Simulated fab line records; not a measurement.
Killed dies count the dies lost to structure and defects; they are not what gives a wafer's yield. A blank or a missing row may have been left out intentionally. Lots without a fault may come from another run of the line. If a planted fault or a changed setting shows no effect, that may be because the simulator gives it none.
Which tool was responsible? -- flow nand harc -- 24 lots, 72 wafers sampled, at 6 steps of a route of 1159

== WHAT THE GAUGES SHOWED, per wafer ==
No reading from a measuring or inspecting step in the record can be judged against a usual standard deviation.

== WHAT TOOL EACH LOT RAN ON (gives the tool, then ch and the chambers of the sampled wafers, and finally the start) ==
lot,NHARC_A_STAIRCASE_ETCH_199,NHARC_A_STAIRCASE_TRIM_220,NHARC_A_STAIRCASE_ETCH_223,NHARC_A_STAIRCASE_ETCH_236,NHARC_A_STAIRCASE_DESCUM_291,NHARC_A_STAIRCASE_HM_DEP_462
L074,"rie diel-08 ch 1,2,3, day 11 02:33 or earlier","rie diel-08 ch 0,1,2, day 11 02:33","rie diel-08 ch 0,1,2, day 11 10:50 or earlier","rie diel-13 ch 0,2,3, day 11 10:50 or earlier","rie diel-01 ch 2,3, day 11 10:50","acl dep-01 ch 0, day 11 13:17"
L076,"rie diel-01 ch 0,1,3, day 11 12:25 or earlier","rie diel-08 ch 0,1,3, day 11 12:25","rie diel-08 ch 0,2,3, day 11 21:13 or earlier","rie diel-01 ch 0,1,2, day 11 21:13 or earlier","rie diel-01 ch 0,1,2, day 11 21:13","acl dep-03 ch 0, day 11 23:56"
L075,"rie diel-08 ch 1,2,3, day 11 13:14 or earlier","rie diel-08 ch 0,1,3, day 11 13:14","rie diel-08 ch 0,2,3, day 11 21:56 or earlier","rie diel-13 ch 0,1,2, day 11 21:56 or earlier","rie diel-13 ch 0,1,3, day 11 21:56","acl dep-01 ch 0, day 12 01:32"
L077,"rie diel-01 ch 0,1,2, day 11 21:47 or earlier","rie diel-08 ch 0,2,3, day 11 21:47","rie diel-08 ch 2,3, day 12 06:11 or earlier","rie diel-08 ch 0,1,3, day 12 06:11 or earlier","rie diel-01 ch 0,3, day 12 06:11","acl dep-03 ch 0, day 12 08:49"
L078,"rie diel-13 ch 0,1,3, day 12 04:10 or earlier","rie diel-01 ch 1,2,3, day 12 04:10","rie diel-01 ch 1,2,3, day 12 11:53 or earlier","rie diel-01 ch 1,2, day 12 11:53 or earlier","rie diel-08 ch 1,2, day 12 11:53","acl dep-01 ch 0, day 12 15:25"
L079,"rie diel-08 ch 0,2,3, day 12 05:54 or earlier","rie diel-13 ch 0,1,3, day 12 05:54","rie diel-13 ch 0,1,3, day 12 15:35 or earlier","rie diel-13 ch 0,1,3, day 12 15:35 or earlier","rie diel-08 ch 0,1,2, day 12 15:35","acl dep-03 ch 0, day 12 19:20"
L080,"rie diel-08 ch 0,2,3, day 12 17:37 or earlier","rie diel-01 ch 0,2, day 12 17:37","rie diel-01 ch 0,2,3, day 13 01:57 or earlier","rie diel-08 ch 0,2, day 13 01:57 or earlier","rie diel-01 ch 0,1,2, day 13 01:57","acl dep-01 ch 0, day 13 04:16"
L081,"rie diel-08 ch 1,2,3, day 12 18:01 or earlier","rie diel-01 ch 0,1,2, day 12 18:01","rie diel-01 ch 0,1,3, day 13 03:17 or earlier","rie diel-08 ch 0,2,3, day 13 03:17 or earlier","rie diel-08 ch 0,2,3, day 13 03:17","acl dep-03 ch 0, day 13 05:32"
L082,"rie diel-08 ch 1,3, day 13 08:02 or earlier","rie diel-01 ch 1,2, day 13 08:02","rie diel-01 ch 0,1,3, day 13 17:01 or earlier","rie diel-01 ch 1,2,3, day 13 17:01 or earlier","rie diel-01 ch 0,1,2, day 13 17:01","acl dep-01 ch 0, day 13 19:52"
L083,"rie diel-13 ch 0,2, day 13 08:31 or earlier","rie diel-08 ch 0,1,2, day 13 08:31","rie diel-08 ch 0,1,2, day 13 18:07 or earlier","rie diel-08 ch 0,1,3, day 13 18:07 or earlier","rie diel-13 ch 0,2,3, day 13 18:07","acl dep-02 ch 0, day 13 20:58"
L085,"rie diel-13 ch 1,3, day 14 17:30 or earlier","rie diel-13 ch 0,3, day 14 17:30","rie diel-13 ch 0,1, day 15 03:05 or earlier","rie diel-13 ch 0,3, day 15 03:05 or earlier","rie diel-13 ch 0,1,2, day 15 03:05","acl dep-02 ch 0, day 15 05:44"
L084,"rie diel-01 ch 1,2,3, day 14 17:44 or earlier","rie diel-13 ch 2,3, day 14 17:44","rie diel-13 ch 0,1, day 15 03:16 or earlier","rie diel-13 ch 0,1,3, day 15 03:16 or earlier","rie diel-08 ch 0,2,3, day 15 03:16","acl dep-01 ch 0, day 15 05:54"
L088,"rie diel-08 ch 0,1,2, day 14 18:52 or earlier","rie diel-13 ch 0,2, day 14 18:52","rie diel-13 ch 0,1, day 15 05:47 or earlier","rie diel-08 ch 0,1,2, day 15 05:47 or earlier","rie diel-01 ch 2,3, day 15 05:47","acl dep-01 ch 0, day 15 09:52"
L087,"rie diel-13 ch 0,1,3, day 14 18:18 or earlier","rie diel-01 ch 1,2, day 14 18:18","rie diel-01 ch 1,2, day 15 05:04 or earlier","rie diel-01 ch 1,3, day 15 05:04 or earlier","rie diel-08 ch 0,2,3, day 15 05:04","acl dep-01 ch 0, day 15 08:21"
L086,"rie diel-08 ch 0,1,2, day 14 19:38 or earlier","rie diel-01 ch 0,2,3, day 14 19:38","rie diel-01 ch 0,1,3, day 15 06:52 or earlier","rie diel-13 ch 0,2,3, day 15 06:52 or earlier","rie diel-08 ch 0,1,2, day 15 06:52","acl dep-03 ch 0, day 15 10:12"
L089,"rie diel-08 ch 0,1, day 14 23:19 or earlier","rie diel-01 ch 1,2,3, day 14 23:19","rie diel-01 ch 1,2,3, day 15 09:59 or earlier","rie diel-01 ch 1,2,3, day 15 09:59 or earlier","rie diel-01 ch 0,2,3, day 15 09:59","acl dep-03 ch 0, day 15 12:16"
L090,"rie diel-01 ch 0,3, day 15 00:20 or earlier","rie diel-13 ch 0,3, day 15 00:20","rie diel-13 ch 0,1,3, day 15 08:08 or earlier","rie diel-13 ch 1,2, day 15 08:08 or earlier","rie diel-01 ch 0,2, day 15 08:08","acl dep-01 ch 0, day 15 11:24"
L091,"rie diel-08 ch 0,1,2, day 15 02:39 or earlier","rie diel-13 ch 0,1,2, day 15 02:39","rie diel-13 ch 1,2,3, day 15 12:05 or earlier","rie diel-01 ch 2,3, day 15 12:05 or earlier","rie diel-08 ch 1,2,3, day 15 12:05","acl dep-02 ch 0, day 15 14:24"
L092,"rie diel-13 ch 0,1,3, day 15 10:56 or earlier","rie diel-08 ch 0,1,2, day 15 10:56","rie diel-08 ch 0,1,2, day 15 19:29 or earlier","rie diel-08 ch 0,1,2, day 15 19:29 or earlier","rie diel-08 ch 0,1,2, day 15 19:29","acl dep-01 ch 0, day 15 22:00"
L093,"rie diel-13 ch 0,2,3, day 15 11:20 or earlier","rie diel-01 ch 1,2,3, day 15 11:20","rie diel-01 ch 0,1,3, day 15 21:17 or earlier","rie diel-01 ch 1,2,3, day 15 21:17 or earlier","rie diel-13 ch 0,1,3, day 15 21:17","acl dep-03 ch 0, day 16 00:01"
L094,"rie diel-01 ch 0,1, day 15 23:26 or earlier","rie diel-08 ch 0,1,2, day 15 23:26","rie diel-08 ch 2,3, day 16 07:59 or earlier","rie diel-01 ch 2,3, day 16 07:59 or earlier","rie diel-08 ch 0,1, day 16 07:59","acl dep-02 ch 0, day 16 12:56"
L096,"rie diel-08 ch 0,1,2, day 16 13:50 or earlier","rie diel-08 ch 0,1,2, day 16 13:50","rie diel-08 ch 2,3, day 16 22:26 or earlier","rie diel-08 ch 1,2,3, day 16 22:26 or earlier","rie diel-01 ch 0,1, day 16 22:26","acl dep-03 ch 0, day 17 02:04"
L095,"rie diel-01 ch 0,2,3, day 16 15:23 or earlier","rie diel-01 ch 1,2,3, day 16 15:23","rie diel-01 ch 1,2,3, day 16 23:01 or earlier","rie diel-13 ch 1,2,3, day 16 23:01 or earlier","rie diel-08 ch 1,2,3, day 16 23:01","acl dep-02 ch 0, day 17 02:28"
L097,"rie diel-01 ch 0,1,3, day 16 18:55 or earlier","rie diel-08 ch 0,1,3, day 16 18:55","rie diel-08 ch 0,1, day 17 03:37 or earlier","rie diel-08 ch 0,1,3, day 17 03:37 or earlier","rie diel-08 ch 0,2,3, day 17 03:37","acl dep-03 ch 0, day 17 07:52"
- NHARC_A_STAIRCASE_ETCH_199: etches the open film in C4F8/O2, target depth 100 nm, time 40.5 s.
- NHARC_A_STAIRCASE_TRIM_220: chemistry O2, time 211.2 s.
- NHARC_A_STAIRCASE_ETCH_223: etches the open film in C4F8/O2, target depth 100 nm, time 40.5 s.
- NHARC_A_STAIRCASE_ETCH_236: etches the open film in C4F8/O2, target depth 100 nm, time 40.5 s.
- NHARC_A_STAIRCASE_DESCUM_291: chemistry O2, time 3 s.
- NHARC_A_STAIRCASE_HM_DEP_462: deposits aC, target thk 800 nm.

== AS READ BY THE TOOLS THEMSELVES (means over the sampled wafers that have a number; for cases with no such wafer, the mark the record gives instead) ==
NHARC_A_STAIRCASE_ETCH_199.
lot,tool,oes product au (a.u.),rf vpp V (V)
L074,rie diel-08,0.948,896
L076,rie diel-01,0.941,899
L075,rie diel-08,0.947,895
L077,rie diel-01,0.941,899
L078,rie diel-13,0.948,888
L079,rie diel-08,0.955,897
L080,rie diel-08,0.942,897
L081,rie diel-08,0.943,895
L082,rie diel-08,0.953,891
L083,rie diel-13,0.957,892
L085,rie diel-13,0.931,887
L084,rie diel-01,0.952,898
L088,rie diel-08,0.940,898
L087,rie diel-13,0.942,888
L086,rie diel-08,0.938,898
L089,rie diel-08,0.946,894
L090,rie diel-01,0.939,898
L091,rie diel-08,0.929,897
L092,rie diel-13,0.932,888
L093,rie diel-13,0.938,890
L094,rie diel-01,0.959,900
L096,rie diel-08,0.945,897
L095,rie diel-01,0.922,896
L097,rie diel-01,0.936,899

NHARC_A_STAIRCASE_TRIM_220.
lot,tool,drypump motor current A (A),oes product au (a.u.),rf vpp V (V),showerhead plenum p Torr (Torr),throttle valve pct (%)
L074,rie diel-08,5.9,1.014,58.0,3.59,17.027
L076,rie diel-08,5.4,1.005,57.3,3.47,17.027
L075,rie diel-08,5.4,1.009,57.2,3.47,17.042
L077,rie diel-08,5.6,1.003,58.1,3.56,17.039
L078,rie diel-01,5.7,0.997,58.1,3.57,17.034
L079,rie diel-13,5.7,0.993,57.3,3.33,17.033
L080,rie diel-01,6.3,0.999,58.1,3.52,17.031
L081,rie diel-01,5.9,0.997,57.8,3.60,17.034
L082,rie diel-01,5.5,0.994,58.4,3.62,17.030
L083,rie diel-08,5.9,1.011,58.0,3.58,17.031
L085,rie diel-13,5.4,0.996,56.3,3.32,17.041
L084,rie diel-13,6.0,0.999,57.7,3.39,17.049
L088,rie diel-13,6.0,1.004,58.0,3.43,17.031
L087,rie diel-01,5.5,1.005,58.0,3.61,17.039
L086,rie diel-01,6.1,1.000,57.9,3.54,17.036
L089,rie diel-01,5.7,0.997,58.1,3.56,17.041
L090,rie diel-13,5.4,0.999,57.3,3.32,17.030
L091,rie diel-13,6.0,1.006,58.2,3.37,17.041
L092,rie diel-08,5.9,1.001,58.0,3.56,17.035
L093,rie diel-01,5.7,0.996,57.4,3.56,17.037
L094,rie diel-08,5.9,1.005,57.4,3.56,17.033
L096,rie diel-08,5.9,0.997,57.6,3.56,17.034
L095,rie diel-01,5.7,0.992,58.2,3.55,17.034
L097,rie diel-08,5.4,0.997,58.0,3.45,17.038

NHARC_A_STAIRCASE_ETCH_223.
lot,tool,oes product au (a.u.),rf vpp V (V)
L074,rie diel-08,0.951,899
L076,rie diel-08,0.953,896
L075,rie diel-08,0.948,897
L077,rie diel-08,0.934,899
L078,rie diel-01,0.952,898
L079,rie diel-13,0.943,889
L080,rie diel-01,0.936,896
L081,rie diel-01,0.926,900
L082,rie diel-01,0.930,899
L083,rie diel-08,0.945,898
L085,rie diel-13,0.941,888
L084,rie diel-13,0.939,890
L088,rie diel-13,0.923,888
L087,rie diel-01,0.930,896
L086,rie diel-01,0.927,900
L089,rie diel-01,0.929,898
L090,rie diel-13,0.933,888
L091,rie diel-13,0.945,889
L092,rie diel-08,0.952,897
L093,rie diel-01,0.937,898
L094,rie diel-08,0.926,894
L096,rie diel-08,0.958,893
L095,rie diel-01,0.928,897
L097,rie diel-08,0.954,896

NHARC_A_STAIRCASE_ETCH_236.
lot,tool,oes product au (a.u.),rf vpp V (V)
L074,rie diel-13,0.946,891
L076,rie diel-01,0.940,897
L075,rie diel-13,0.947,891
L077,rie diel-08,0.952,894
L078,rie diel-01,0.938,900
L079,rie diel-13,0.933,889
L080,rie diel-08,0.951,901
L081,rie diel-08,0.943,897
L082,rie diel-01,0.929,898
L083,rie diel-08,0.947,893
L085,rie diel-13,0.932,889
L084,rie diel-13,0.930,889
L088,rie diel-08,0.940,897
L087,rie diel-01,0.929,900
L086,rie diel-13,0.924,890
L089,rie diel-01,0.936,898
L090,rie diel-13,0.940,889
L091,rie diel-01,0.939,894
L092,rie diel-08,0.945,897
L093,rie diel-01,0.931,897
L094,rie diel-01,0.939,896
L096,rie diel-08,0.949,894
L095,rie diel-13,0.957,888
L097,rie diel-08,0.946,893

NHARC_A_STAIRCASE_DESCUM_291.
lot,tool,drypump motor current A (A),oes product au (a.u.),rf vpp V (V),showerhead plenum p Torr (Torr),throttle valve pct (%)
L074,rie diel-01,6.1,0.991,58.1,1.90,11.306
L076,rie diel-01,5.9,0.993,58.4,1.96,11.316
L075,rie diel-13,5.7,0.997,56.8,1.80,11.326
L077,rie diel-01,6.0,0.997,57.8,1.96,11.302
L078,rie diel-08,6.1,0.995,58.1,1.97,11.315
L079,rie diel-08,5.9,1.006,58.4,1.94,11.309
L080,rie diel-01,5.9,0.996,57.5,1.95,11.310
L081,rie diel-08,5.6,1.007,58.1,1.93,11.316
L082,rie diel-01,5.9,0.993,58.6,1.95,11.311
L083,rie diel-13,5.7,1.005,56.9,1.83,11.304
L085,rie diel-13,6.1,1.001,56.7,1.82,11.306
L084,rie diel-08,5.6,0.997,58.0,1.93,11.308
L088,rie diel-01,5.9,1.007,57.6,1.90,11.302
L087,rie diel-08,5.6,1.006,57.8,1.93,11.314
L086,rie diel-08,5.9,0.997,58.0,1.94,11.317
L089,rie diel-01,6.1,0.999,58.4,1.92,11.307
L090,rie diel-01,6.3,1.000,57.1,1.90,11.310
L091,rie diel-08,5.7,0.989,56.8,1.89,11.313
L092,rie diel-08,5.9,1.000,57.6,1.93,11.317
L093,rie diel-13,5.8,1.000,57.3,1.79,11.314
L094,rie diel-08,5.7,1.002,57.5,1.88,11.306
L096,rie diel-01,5.5,0.997,57.8,1.99,11.304
L095,rie diel-08,5.7,1.000,57.3,1.89,11.314
L097,rie diel-08,5.6,1.008,58.1,1.92,11.311

NHARC_A_STAIRCASE_HM_DEP_462.
lot,tool,throttle valve pct (%)
L074,acl dep-01,34.998
L076,acl dep-03,34.994
L075,acl dep-01,35.004
L077,acl dep-03,34.994
L078,acl dep-01,35.002
L079,acl dep-03,34.996
L080,acl dep-01,34.999
L081,acl dep-03,35.000
L082,acl dep-01,34.999
L083,acl dep-02,35.000
L085,acl dep-02,35.011
L084,acl dep-01,34.999
L088,acl dep-01,34.991
L087,acl dep-01,35.005
L086,acl dep-03,35.001
L089,acl dep-03,35.002
L090,acl dep-01,35.002
L091,acl dep-02,34.998
L092,acl dep-01,35.000
L093,acl dep-03,35.000
L094,acl dep-02,34.998
L096,acl dep-03,34.997
L095,acl dep-02,35.004
L097,acl dep-03,35.006

== THE ANSWER, worked out from the rows above alone ==
Rule: the lots themselves supply what counts as usual. Put in order of their means at a reading, lots are off if they are a third of the lots or fewer, leave a main group of 4 or more, and stand apart from it by a gap of 3 or more times the standard deviation of the main group's means; of several such gaps the widest counts. A main group whose means are all the same, to the digits that the tables above print for the reading, isn't used. A lot without any number at a reading at which 4 lots or more have one is off too. Where the step has rows for the other lots, those lots are counted as sound. After the gauges, taken in route order, come the tools' own readings; for these a lot's mean is taken, as printed above. The first step at which some lot is off is used, and at that step the reading that is off furthest; a lot without a number counts as furthest.
No lot is off at any reading shown: from this, nothing can be told.

== WHAT THE SIMULATOR PUT IN ==
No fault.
